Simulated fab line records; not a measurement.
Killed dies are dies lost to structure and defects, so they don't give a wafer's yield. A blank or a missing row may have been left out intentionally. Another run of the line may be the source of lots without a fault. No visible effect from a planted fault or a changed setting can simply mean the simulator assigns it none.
Matching of chambers    flow n5 finfet    rie si-05 running N5_FIN_SAQP_FIN_ETCH_36: 4 sister chambers
The step etches the open film in HBr/Cl2/O2, target depth 120 nm, time 50.4 s. 8 wafers are shown with their chamber, then 7 later ones without.

## EACH WAFER AND ITS CHAMBER
wafer   chamber  throttle valve pct (%)  oes product au (a.u.)
L076.1  0        35.73                   1.026
L084.2  3        36.28                   1.000
L084.6  2        36.38                   0.992
L086.1  1        35.84                   0.972
L086.4  3        36.29                   0.995
L086.6  0        35.76                   1.015
L087.1  1        35.84                   0.971
L087.2  2        36.40                   0.988

## WAFERS MISSING THEIR CHAMBER
wafer   throttle valve pct (%)  oes product au (a.u.)
L087.3  36.28                   0.999
L088.1  36.39                   0.992
L088.3  35.84                   0.976
L088.4  35.74                   1.021
L096.3  36.29                   1.000
L096.4  35.86                   0.964
L096.6  36.27                   0.995

## CHAMBER TAKEN BY EACH
wafer   from the rows above  in truth
L087.3  3                    3
L088.1  2                    2
L088.3  1                    1
L088.4  0                    0
L096.3  3                    3
L096.4  1                    1
L096.6  3                    3
Placed correctly: 7 of 7. Left unplaced by these rows: 0. 0 placed wrongly.
How it was worked out, from the rows above alone: a wafer's distance from a chamber is the root of the sum, over the readings, of the square of ((its reading less the chamber's mean) divided by the reading's scatter). The wafer belongs to the nearest chamber; if the next one is less than 2 further off, it can't be placed. The mean given for a chamber averages the wafers shown for that chamber. The scatter: the root of (the sum of the squares of (reading less its chamber's mean) over the shown wafers, divided by (wafers less chambers)).
